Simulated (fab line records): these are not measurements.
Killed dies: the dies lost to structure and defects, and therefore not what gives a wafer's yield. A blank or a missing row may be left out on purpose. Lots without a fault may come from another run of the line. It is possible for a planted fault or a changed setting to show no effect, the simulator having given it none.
fab line records	flow nand-harc	part 2 of 2: steps 5 to 6 of 6
[record] lots = 24	wafers = 72	last-day = 34
route steps=1302 shown A_STAIRCASE@714
lots that met no fault: from a run of the same line without faults
start-h: hours from the record's first day to the start of the lot's first wafer shown	wait-h: hours from the lot's prior step to this one	" the same as in the row above	L1.1+2: a row that stands for several wafers	- no value present, or no start provided	* or withheld: withheld	< > ~ a bound
route shown NAME@n: NAME is a module with steps in the file, n the number in the route of the first one	usual: average and standard deviation across the fault-free wafers	same: alike in all rows	chamber/n: place in a boat	sites: each site's reading	_std_site: the values' standard deviation	_edge_site: outer sites' mean less inner sites'	radius-mm: for every site, how far away it sits from the centre of the wafer	mask NAME#n: copy n	behind: the last tool/chamber to shape the wafer	hold: reason for holding the lot/hours on hold/outcome of the hold	device: the transistor (n, p or np) that didn't switch	end of line: tests run on the same wafers once the route is complete	a step without rows: its recipe alone	killed: dies that structure and defects cost at the first sort, which is not the same as the wafer's yield	map: a wafer's dies, marking killed ones x, the rest . and places with no die _
set.NAME: setting as actually run; set.NAME@STEP: the setting as run at that earlier step	model.NAME: the simulator's own value behind a step, which no gauge read
a sample of lots followed through the steps of the route, with each step as a table and each wafer as a row
services: the hour from which a tool's chamber was out of use, counted from the record's first day as start-h (under 0 if before that day), plus the number of hours and why
[[steps]]
[step NHARC_A_STAIRCASE_DEP_259]
[recipe] target-thk-a = 300	target-thk-nm = 30	temp-c = 400	pressure-torr = 3.5	flow-sccm = 200	rf-w = 350	material = SiON
[usual] heater-power-w = 755/91	showerhead-vpp-V = 1155/49
lot.wafer	tool	chamber	start-h	wait-h	heater-power-w	showerhead-vpp-V
L074.3	pecvd-04	0	374.70	1.0	815	1160
L074.4	"	2	"	"	710	1201
L074.6	"	0	"	"	821	1160
L075.2	pecvd-02	2	379.05	1.3	930	1124
L075.1	"	0	"	"	721	1231
L075.4	"	0	"	"	731	1204
L076.1	pecvd-04	2	388.37	1.6	690	1196
L076.6	"	2	"	"	722	1185
L076.4	"	0	"	"	818	1172
L077.3	pecvd-02	1	400.39	1.0	850	1161
L077.1	"	2	"	"	854	1124
L077.5	"	2	"	"	878	1144
L078.3	pecvd-03	2	414.21	1.5	738	1114
L078.2	"	0	"	"	854	1000
L078.4	"	1	"	"	629	1150
L079.1	pecvd-04	1	416.97	1.6	649	1180
L079.4	"	2	"	"	626	1186
L079.5	"	1	"	"	654	1172
L080.3	pecvd-04	0	433.31	1.0	809	1145
L080.4	"	2	"	"	653	1203
L080.5	"	0	"	"	808	1165
L081.2	pecvd-03	1	469.42	1.3	699	1145
L081.6	"	0	"	"	901	1009
L081.5	"	1	"	"	677	1155
L082.1	pecvd-02	2	470.17	1.6	858	1105
L082.2	"	0	"	"	777	1207
L082.6	"	1	"	"	783	1173
L083.2	pecvd-03	2	473.08	1.2	729	1126
L083.1	"	1	"	"	664	1136
L083.6	"	2	"	"	740	1109
L084.1	pecvd-04	1	474.01	1.6	703	1184
L084.3	"	2	"	"	611	1211
L084.6	"	2	"	"	611	1205
L086.2	pecvd-02	0	496.05	1.3	802	1219
L086.4	"	2	"	"	882	1131
L086.6	"	0	"	"	813	1182
L085.2	pecvd-04	1	502.11	1.3	793	1180
L085.1	"	2	"	"	605	1166
L085.5	"	1	"	"	773	1163
L087.3	pecvd-04	2	509.98	1.0	642	1196
L087.2	"	0	"	"	793	1170
L087.5	"	1	"	"	756	1180
L088.2	pecvd-02	2	517.41	1.3	894	1126
L088.5	"	0	"	"	815	1220
L088.4	"	2	"	"	896	1120
L089.3	pecvd-04	1	518.06	1.0	661	1167
L089.2	"	2	"	"	636	1187
L089.4	"	1	"	"	691	1175
L090.3	pecvd-03	2	538.37	0.9	688	1143
L090.2	"	0	"	"	917	1015
L090.4	"	1	"	"	711	1136
L091.2	pecvd-02	0	548.97	1.3	724	1203
L091.5	"	1	"	"	707	1152
L091.4	"	0	"	"	731	1208
L092.3	pecvd-04	2	554.37	0.9	541	1177
L092.1	"	0	"	"	763	1150
L092.6	"	2	"	"	553	1185
L094.2	pecvd-02	2	588.10	1.3	870	1103
L094.1	"	0	"	"	722	1191
L094.4	"	2	"	"	846	1133
L095.3	pecvd-04	1	588.83	1.0	802	1185
L095.1	"	2	"	"	586	1196
L095.5	"	0	"	"	760	1177
L093.1	pecvd-04	0	590.00	1.6	841	1149
L093.4	"	2	"	"	551	1198
L093.6	"	0	"	"	828	1176
L097.1	pecvd-03	1	605.05	1.6	631	1134
L097.4	"	1	"	"	627	1157
L097.5	"	0	"	"	889	1003
L096.2	pecvd-02	0	607.90	1.3	793	1199
L096.6	"	1	"	"	882	1169
L096.5	"	0	"	"	804	1214
[step NHARC_A_STAIRCASE_STRIP_274]
[recipe] o2-flow-sccm = 500	ar-flow-sccm = 0	bias-w = 0	chemistry = O2
[usual] drypump-motor-current-A = 5.8/0.54	mfc-ar-sccm = 0.005/0.0083	oes-product-au = 0.997/0.0082	rf-vpp-V = 57.8/0.88	showerhead-plenum-p-Torr = 3.49/0.16	throttle-valve-pct = 17.037/0.0097
lot.wafer	tool	chamber	start-h	wait-h	drypump-motor-current-A	mfc-ar-sccm	oes-product-au	rf-hours-counter-h	rf-vpp-V	showerhead-plenum-p-Torr	throttle-valve-pct
L074.4	rie-diel-07	3	-	-	5.1	0	0.996	22	57.0	3.43	17.044
L074.3	"	1	"	"	6.1	0.024	0.996	24	57.9	3.76	17.045
L074.6	"	3	"	"	5.1	0	0.997	-	59.4	3.43	17.043
L075.4	rie-diel-04	0	-	-	6.1	0	1.005	8	58.1	3.32	17.027
L075.2	"	2	"	"	6.4	0.025	1.009	6	56.6	3.42	17.042
L075.1	"	3	"	"	6.0	0	1.001	5	58.8	3.45	17.037
L076.4	rie-diel-04	0	-	-	6.0	0	1.002	14	56.7	3.32	17.044
L076.1	"	3	"	"	6.0	0	1.011	9	58.4	3.45	17.037
L076.6	"	0	"	"	6.1	0	1.001	-	58.0	3.31	17.054
L077.1	rie-diel-04	0	-	-	6.1	0	0.993	18	57.5	3.31	17.029
L077.3	"	1	"	"	6.7	0	1.001	18	58.5	3.63	17.042
L077.5	"	1	"	"	6.8	0	1.009	-	57.6	3.63	17.042
L078.4	rie-diel-07	3	-	-	5.1	0	0.990	35	57.7	3.42	17.026
L078.3	"	0	"	"	6.0	0	0.990	35	58.6	3.58	17.037
L078.2	"	1	"	"	6.1	0.024	0.986	38	56.3	3.75	17.030
L079.4	rie-diel-02	0	-	-	4.9	0.004	0.989	5	59.4	3.80	17.027
L079.1	"	1	"	"	5.7	0.007	0.991	5	56.0	3.41	17.045
L079.5	"	2	"	"	5.4	0	0.981	-	57.2	3.33	17.035
L080.4	rie-diel-02	1	-	-	5.7	0.007	0.992	8	57.9	3.40	17.039
L080.3	"	2	"	"	5.4	0	0.986	7	57.2	3.33	17.037
L080.5	"	1	"	"	5.7	0.007	0.993	-	56.5	3.40	17.031
L081.2	rie-diel-02	1	-	-	5.7	0.007	0.995	16	58.7	3.40	17.041
L081.6	"	3	"	"	5.4	0	0.980	-	56.7	3.48	17.036
L081.5	"	0	"	"	4.9	0.004	0.997	-	57.8	3.80	17.037
L082.2	rie-diel-04	3	-	-	6.0	0	1.017	36	57.7	3.43	17.025
L082.1	"	1	"	"	6.8	0	0.995	40	57.7	3.62	17.054
L082.6	"	2	"	"	6.3	0.025	1.007	-	58.3	3.40	17.042
L083.1	rie-diel-04	0	-	-	6.0	0	1.002	45	56.6	3.30	17.042
L083.2	"	2	"	"	6.3	0.025	1.003	38	57.7	3.40	17.036
L083.6	"	3	"	"	6.1	0	1.000	-	58.0	3.43	17.048
L084.3	rie-diel-04	3	-	-	6.0	0	0.992	40	57.9	3.43	17.034
L084.1	"	1	"	"	6.8	0	1.002	42	60.1	3.62	17.022
L084.6	"	0	"	"	6.1	0	0.990	-	57.7	3.30	17.028
L086.2	rie-diel-04	0	-	-	6.1	0	0.987	57	57.8	3.29	17.032
L086.4	"	1	"	"	6.8	0	1.004	50	58.7	3.61	17.049
L086.6	"	2	"	"	6.4	0.025	1.008	-	58.5	3.40	17.047
L085.1	rie-diel-02	0	-	-	4.9	0.004	0.998	34	58.5	3.79	17.043
L085.2	"	1	"	"	5.7	0.007	0.996	26	57.6	3.39	17.031
L085.5	"	1	"	"	5.7	0.007	0.989	-	58.8	3.39	17.039
L087.3	rie-diel-07	3	-	-	5.1	0	0.996	9	57.1	3.41	17.032
L087.2	"	2	"	"	6.5	0	1.005	10	57.2	3.53	17.034
L087.5	"	1	"	"	6.1	0.024	1.006	-	58.5	3.74	17.039
L088.2	rie-diel-07	0	-	-	6.1	0	0.995	8	58.4	3.57	17.013
L088.4	"	1	"	"	6.1	0.024	0.994	11	57.6	3.73	17.038
L088.5	"	0	"	"	6.1	0	1.004	-	58.2	3.57	17.021
L089.4	rie-diel-02	1	-	-	5.7	0.007	0.989	32	57.3	3.39	17.049
L089.3	"	3	"	"	5.4	0	0.996	39	57.1	3.47	17.024
L089.2	"	0	"	"	4.9	0.004	0.989	38	56.6	3.79	17.030
L090.4	rie-diel-07	2	-	-	6.5	0	1.010	20	57.2	3.53	17.027
L090.3	"	3	"	"	5.1	0	1.001	21	57.1	3.40	17.028
L090.2	"	1	"	"	6.1	0.024	0.991	20	58.9	3.73	17.031
L091.2	rie-diel-02	0	-	-	4.9	0.004	0.995	50	56.0	3.78	17.038
L091.4	"	1	"	"	5.7	0.007	0.988	41	56.0	3.39	17.060
L091.5	"	1	"	"	5.7	0.007	0.992	-	58.0	3.39	17.044
L092.1	rie-diel-02	0	-	-	4.9	0.004	0.999	51	57.5	3.78	17.022
L092.3	"	1	"	"	5.7	0.007	0.991	42	58.3	3.39	17.036
L092.6	"	3	"	"	5.4	0	0.996	-	58.2	3.46	17.044
L094.1	rie-diel-02	3	-	-	5.4	0	1.000	3	57.9	3.46	17.024
L094.4	"	0	"	"	4.9	0.004	1.002	3	59.4	3.78	17.020
L094.2	"	1	"	"	5.7	0.007	1.009	2	58.1	3.38	17.054
L095.3	rie-diel-04	3	-	-	6.0	0	0.999	14	58.1	3.41	17.056
L095.1	"	0	"	"	6.1	0	1.002	14	57.9	3.80	17.028
L095.5	"	0	"	"	6.1	0	1.000	-	58.5	3.80	17.034
L093.4	rie-diel-02	0	-	-	4.9	0.004	1.015	3	58.9	3.77	17.035
L093.1	"	2	"	"	5.5	0	1.005	3	56.4	3.30	17.055
L093.6	"	0	"	"	4.9	0.004	1.004	-	59.3	3.78	17.027
L097.1	rie-diel-02	1	-	-	5.7	0.007	0.995	9	56.7	3.38	17.045
L097.4	"	3	"	"	5.4	0	1.004	10	59.0	3.45	17.051
L097.5	"	1	"	"	5.7	0.007	0.998	-	57.4	3.38	17.048
L096.2	rie-diel-07	1	-	-	6.1	0.024	0.999	45	58.5	3.72	17.034
L096.5	"	1	"	"	6.1	0.024	0.988	-	57.8	3.72	17.020
L096.6	"	2	"	"	6.5	0	1.002	-	57.7	3.51	17.036
[[services]]
tool	chamber	start-h	hours	kind
plasma-asher-01	-	342.13	9.0	pm
pecvd-02	0	346.57	7.1	repair
rie-diel-04	-	356.06	9.0	pm
rie-diel-02	2	380.55	4.6	repair
rie-diel-02	1	381.88	2.5	repair
rie-diel-02	1	385.54	6.1	repair
plasma-asher-02	-	386.50	1.6	repair
rie-diel-02	-	393.99	9.0	pm
rie-diel-07	3	400.91	2.5	repair
plasma-asher-02	-	426.29	9.0	pm
rie-diel-04	1	437.29	2.6	repair
plasma-asher-02	-	445.74	1.2	repair
pecvd-04	-	452.41	13.0	pm
rie-diel-07	1	452.42	8.5	repair
rie-diel-07	-	473.40	9.0	pm
rie-diel-02	1	479.20	9.0	repair
rie-diel-07	-	510.32	0.1	repair
plasma-asher-01	-	519.13	9.0	pm
rie-diel-04	-	533.09	9.0	pm
rie-diel-02	2	543.98	5.1	repair
rie-diel-07	0	544.77	7.0	repair
rie-diel-02	-	570.99	9.0	pm
plasma-asher-02	-	590.16	2.0	repair
plasma-asher-02	-	603.56	9.0	pm
